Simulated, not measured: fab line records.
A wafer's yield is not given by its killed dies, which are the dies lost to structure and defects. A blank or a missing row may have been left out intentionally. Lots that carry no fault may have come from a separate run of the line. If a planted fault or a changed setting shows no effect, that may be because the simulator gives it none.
Struck lot and sound lot, side by side || flow n5 finfet || 16 steps out of a route of 1938
Sound: these wafers, L274.1, L274.3, L274.5. Struck: wafer L285.1; the same lot's L285.6 was not struck, so it is left out; see the end for the cause.
Per side, at each step with rows, come the tool, then ch with its chambers, and then its first start. Under that, the readings that differ: sound wafers || struck wafers || difference of the means || sigmas: that difference in standard deviations of wafers without a fault.
alike: readings with means less than 2 such deviations apart, plus words and numbers identical on both sides. not compared: withheld readings, readings lacking a value on some wafer, bounds such as >300 that could conceal the same value, and numbers that have no deviation in the record and whose values overlap.
A row with sigmas, a row that says differs or no value, or rows on one side alone: a step with any of these is where the two part. Numbers that have no deviation but don't overlap get no sigmas and don't part them. A reading missing from all wafers of one side parts the sides only when that side holds two or more wafers.

first, 7 steps without rows for these wafers: N5_BEOL_M3_COAT_76 (time 60 s, resist thk 5 nm); N5_BEOL_M3_COAT_22 (resist thk 30 nm); N5_BEOL_M3_EBR_24; N5_BEOL_M3_SOFTBAKE_23 (time 60 s); N5_BEOL_M3_EXPOSE_25 (exposes mask V2, defocus 5 nm); N5_BEOL_M3_PEB_26 (peb time 60 s); N5_BEOL_M3_DEVELOP_27 (develop time 30 s).
N5_BEOL_M3_CD_MEAS_28: target cd 25.7 nm, target cd y 23.3 nm.
  sound on cd sem-01 ch 0, day 7 16:22; struck on cd sem-03 ch 0, day 10 17:55
  alike: cd nm
N5_BEOL_M3_OVL_MEAS_29:
  sound on overlay-02 ch 0, day 7 16:23; struck on overlay-01 ch 0, day 10 17:57
  alike: V2_OVL
N5_BEOL_M3_INSPECT_30: inspects for defects (brightfield).
  struck on defect inspect-01, day 10 18:01; sound on defect inspect-02, day 7 16:26
{"reading": "raw defect count", "sound": "342 479 315", "struck": 846, "difference": "+467", "sigmas": "+4"}
N5_BEOL_M3_DESCUM_33: chemistry O2, time 7 s.
  sound on rie diel-05 ch 2,3, day 7 16:29; struck on rie diel-05 ch 3, day 10 18:02
  alike: drypump motor current A, oes product au, rf fwd power W, rf vpp V, showerhead plenum p Torr, throttle valve pct
  not compared: rf hours counter h
N5_BEOL_M3_ETCH_77: etches underlayer in N2/H2, target depth 6.5 nm, time 5.2 s.
  sound on rie diel-05 ch 2,3, day 7 16:31; struck on rie diel-05 ch 3, day 10 18:05
  alike: drypump motor current A, etch rf on time s, oes product au, rf fwd power W, rf vpp V, showerhead plenum p Torr, throttle valve pct
  not compared: rf hours counter h
N5_BEOL_M3_ETCH_69: etches SiARC in CF4, target depth 15.6 nm, time 26 s.
  sound on rie diel-05 ch 2,3, day 7 16:32; struck on rie diel-05 ch 3, day 10 18:06
{"reading": "etch rf on time s (s)", "sound": "26.0 26.5 26.4", "struck": 32.3, "difference": "+6.0", "sigmas": "+10"}
  alike: drypump motor current A, oes product au, rf fwd power W, rf vpp V, showerhead plenum p Torr, throttle valve pct
  not compared: rf hours counter h
N5_BEOL_M3_ALD_98: deposits SiO2, target thk 2.5 nm, pulse time 1 s, co reactant pulse time 1 s.
  sound on ald sin-02 ch 1,2, day 7 16:47; struck on ald sin-02 ch 3, day 10 19:05
  alike: heater power w, precursor pulse height rel
N5_BEOL_M4_RC_MEAS_101:
  sound on prober-02 ch 0, day 8 20:25; struck on prober-01 ch 0, day 11 22:24
  alike: DIBL_N, DIBL_P, IOFF_N, IOFF_P, ION_N, ION_P, SS_N, SS_P, VT_N, VT_P
following that, these wafers have no rows for 1 step: N5_PASSIVATION_PROBE_49.

WHERE THEY PART
At N5_BEOL_M3_INSPECT_30 first; at N5_BEOL_M3_ETCH_69 last (within this record only). Later steps at which nothing parts them and some readings are alike: N5_BEOL_M3_ALD_98, N5_BEOL_M4_RC_MEAS_101.

WHY: what had been put in by the simulator
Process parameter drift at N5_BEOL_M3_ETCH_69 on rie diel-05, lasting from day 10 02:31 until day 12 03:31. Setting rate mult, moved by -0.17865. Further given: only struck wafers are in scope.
